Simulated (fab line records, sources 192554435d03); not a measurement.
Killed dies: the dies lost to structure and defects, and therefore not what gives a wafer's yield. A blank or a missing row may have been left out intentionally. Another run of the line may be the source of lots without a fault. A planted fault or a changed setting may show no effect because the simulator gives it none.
Struck lot and sound lot, side by side | flow n5Finfet | 14 steps out of a route of 1938
Sound: wafers L659.2, L659.4, L659.6. Struck: wafer L671.2. (L671.4 of the same lot was not struck and is left out.) The cause comes at the end.
At each step with rows: each side's tool, then ch and its chambers, then its first start. Under that, the readings that differ: sound wafers | struck wafers | difference of the means | sigmas: that difference in standard deviations of wafers without a fault.
alike: a reading whose means differ by less than 2 such deviations, as well as words and numbers matching on both sides. not compared: withheld readings; readings where some wafer has no value; bounds like >300 that might hide an equal value; numbers whose values overlap and for which the record gives no deviation.
A row with sigmas, a row that says differs or no value, or rows on one side alone: a step with any of these is where the two part. Numbers that have no deviation but don't overlap get no sigmas and don't part them. A reading that every wafer of one side lacks parts them only if that side has two wafers or more.

first, 1 step without rows for these wafers: N5_BEOL_M10_DEVELOP_27 (develop time 30 s).
N5_BEOL_M10_CD_MEAS_28: target cd 70 nm.
  sound on cdSem-03 ch 0, day 11 15:27; struck on cdSem-01 ch 0, day 13 20:25
  alike: cdNm
N5_BEOL_M10_OVL_MEAS_29:
  sound on overlay-02 ch 0, day 11 15:29; struck on overlay-01 ch 0, day 13 20:27
  alike: V9_OVL
N5_BEOL_M10_INSPECT_30: inspects for defects (brightfield).
  sound on defectInspect-01, day 11 15:31; struck on defectInspect-02, day 13 20:28
reading        | sound       | struck | difference | sigmas
rawDefectCount | 204 365 323 | 523    | +226       | +3
then, 1 step without rows for these wafers: N5_BEOL_M10_DESCUM_33 (chemistry O2, time 7.9 s).
N5_BEOL_M10_ETCH_65: etches SiARC in CF4, target depth 39 nm, time 65 s.
  sound on rieDiel-05 ch 0,2, day 11 15:41; struck on rieDiel-01 ch 0, day 13 20:50
  alike: biasW, drypumpMotorCurrentA, etchRfOnTimeS, oesProductAu, rfVppV, showerheadPlenumPTorr, throttleValvePct
  not compared: rfHoursCounterH
N5_BEOL_M10_ETCH_66: etches SOC in N2/H2, target depth 120 nm, overetch 24 nm, time 180 s.
  sound on rieDiel-05 ch 0,2, day 11 15:44; struck on rieDiel-01 ch 0, day 13 20:53
  alike: biasW, drypumpMotorCurrentA, oesProductAu, rfVppV, showerheadPlenumPTorr, throttleValvePct
  not compared: rfHoursCounterH
then, 1 step without rows for these wafers: N5_BEOL_M10_STRIP_69 (strips in N2/H2).
N5_BEOL_M10_VIA_ETCH_34: etches SiCOH lowk in C4F6/O2, target depth 184.5 nm, time 69.2 s.
  sound on rieDiel-05 ch 0,2, day 11 15:51; struck on rieDiel-01 ch 0, day 13 21:01
  alike: biasW, drypumpMotorCurrentA, oesProductAu, rfVppV, showerheadPlenumPTorr, throttleValvePct
  not compared: rfHoursCounterH
then, 1 step without rows for these wafers: N5_BEOL_M10_STRIP_73 (strips in C4F6/O2).
N5_BEOL_M10_STRIP_36: strips in N2/H2.
  sound on rieDiel-05 ch 0,2, day 11 15:55; struck on rieDiel-01 ch 0, day 13 21:04
  alike: drypumpMotorCurrentA, oesProductAu, rfVppV, showerheadPlenumPTorr, throttleValvePct
  not compared: rfHoursCounterH
then, 1 step without rows for these wafers: N5_BEOL_M10_TRENCH_ETCH_37 (etches SiCOH lowk in C4F6/O2, target depth 148.83 nm, time 48 s).
N5_BEOL_M10_ETCH_41: etches SiCN in CH3F/O2, target depth 42.6 nm, time 86 s.
  sound on rieDiel-05 ch 0,2, day 11 16:00; struck on rieDiel-01 ch 0, day 13 21:09
reading                 | sound           | struck | difference | sigmas
model.etch.depthNm (nm) | 32.86 32.5 33.1 | 54.7   | +21.9      | 
  alike: biasW, drypumpMotorCurrentA, oesProductAu, rfVppV, showerheadPlenumPTorr, throttleValvePct
  not compared: rfHoursCounterH
N5_BEOL_M10_STRIP_77: strips in N2/H2, time 10 s.
  sound on rieDiel-05 ch 0,2; struck on rieDiel-01 ch 0
  alike: drypumpMotorCurrentA, oesProductAu, rfVppV, showerheadPlenumPTorr, throttleValvePct
  not compared: rfHoursCounterH

== WHERE THEY PART ==
At N5_BEOL_M10_INSPECT_30 and nowhere else, as far as this record goes. Later steps at which nothing parts them and some readings are alike: N5_BEOL_M10_ETCH_65, N5_BEOL_M10_ETCH_66, N5_BEOL_M10_VIA_ETCH_34, N5_BEOL_M10_STRIP_36, N5_BEOL_M10_ETCH_41, N5_BEOL_M10_STRIP_77.

WHY: the cause the simulator had injected
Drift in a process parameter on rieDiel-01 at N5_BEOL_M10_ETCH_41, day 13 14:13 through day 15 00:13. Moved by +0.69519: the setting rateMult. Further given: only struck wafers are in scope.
